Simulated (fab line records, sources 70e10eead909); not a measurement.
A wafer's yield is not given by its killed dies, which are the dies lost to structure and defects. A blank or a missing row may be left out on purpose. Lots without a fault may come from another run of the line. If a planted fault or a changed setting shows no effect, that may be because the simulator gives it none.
Struck lot and sound lot, side by side	flow nand_harc	14 steps out of a route of 1302
Sound: these wafers, L586.2, L586.3, L586.4. Struck: wafer L600.5. (L600.2, L600.4 of the same lot were not struck and are left out.) The cause comes at the end.
At each step with rows: each side's tool, then ch and its chambers, then its first start. Under that, the readings that differ: sound wafers	struck wafers	difference of the means	sigmas: that difference in standard deviations of wafers without a fault.
alike: a reading whose means differ by less than 2 such deviations, as well as words and numbers matching on both sides. not compared: withheld readings; readings where some wafer has no value; bounds like >300 that might hide an equal value; numbers whose values overlap and for which the record gives no deviation.
Wherever a step has rows on one side only, a row that says differs or no value, or a row with sigmas, the two part there. Numbers that don't overlap but have no deviation are shown without sigmas and don't part them. A reading missing from all wafers of one side parts the sides only when that side holds two or more wafers.

first, 7 steps without rows for these wafers: NHARC_P_M1_COAT_34 (time 65 s); NHARC_P_M1_COAT_03 (resist thk 90 nm); NHARC_P_M1_SOFTBAKE_04 (time 55 s); NHARC_P_M1_EBR_05; NHARC_P_M1_EXPOSE_06 (exposes mask P M1, target cd 130 nm); NHARC_P_M1_PEB_07 (peb time 65 s); NHARC_P_M1_DEVELOP_08 (develop time 35 s).
NHARC_P_M1_CD_MEAS_09 targets a cd of 130 nm.
  sound on cd_sem-03 ch 0, day 8 09:37; struck on cd_sem-02 ch 0, day 14 02:23
  alike: cd_nm
NHARC_P_M1_OVL_MEAS_10: pitch 260 nm.
  struck on overlay-02, day 14 02:29; sound on overlay-02, day 8 09:43
  alike: overlay_x_nm, overlay_y_nm
NHARC_P_M1_INSPECT_11:
  struck on defect_inspect-01, day 14 02:31; sound on defect_inspect-01, day 8 09:45
  alike: raw_defect_count
NHARC_P_M1_DESCUM_14: chemistry O2, time 3 s.
  sound on rie_diel-06 ch 0,2,3, day 8 09:49; struck on rie_diel-11 ch 0, day 14 02:34
reading	sound	struck	difference	sigmas
showerhead_plenum_p_Torr (Torr)	1.84 1.89 1.88	2.04	+0.17	+2
  alike: drypump_motor_current_A, oes_product_au, rf_vpp_V, throttle_valve_pct
  not compared: rf_hours_counter_h
NHARC_P_M1_ETCH_35: etches the open film in N2/H2, target depth 40 nm, overetch 12 nm, time 43.94 s.
  sound on rie_diel-06 ch 0,2,3, day 8 09:54; struck on rie_diel-11 ch 0, day 14 02:40
reading	sound	struck	difference	sigmas
rf_vpp_V (V)	427.3 429.5 430.0	434.9	+6.0	+2
showerhead_plenum_p_Torr (Torr)	1.96 2.01 2.01	2.18	+0.19	+2
  alike: drypump_motor_current_A, oes_product_au, run_length_s, throttle_valve_pct
  not compared: rf_hours_counter_h
NHARC_P_M1_ETCH_15: etches the open film in C4F8/Ar, target depth 182.5 nm, time 91.2 s.
  sound on rie_diel-06 ch 1,2,3, day 8 09:59; struck on rie_diel-11 ch 1, day 14 02:45
reading	sound	struck	difference	sigmas
oes_product_au (a.u.)	0.983 0.966 0.966	0.933	-0.039	-2
run_length_s (s)	112.4 113.0 112.4	102.3	-10.3	-25
  alike: rf_vpp_V
  not compared: rf_hours_counter_h
NHARC_P_M1_CD_MEAS_16:
  struck on cd_sem-03, day 14 02:53; sound on cd_sem-03, day 8 10:07
  alike: cd_nm

WHERE THEY PART
First at NHARC_P_M1_DESCUM_14; last, within this record, at NHARC_P_M1_ETCH_15. Later steps at which nothing parts them and some readings are alike: NHARC_P_M1_CD_MEAS_16.

WHY: the cause the simulator had injected
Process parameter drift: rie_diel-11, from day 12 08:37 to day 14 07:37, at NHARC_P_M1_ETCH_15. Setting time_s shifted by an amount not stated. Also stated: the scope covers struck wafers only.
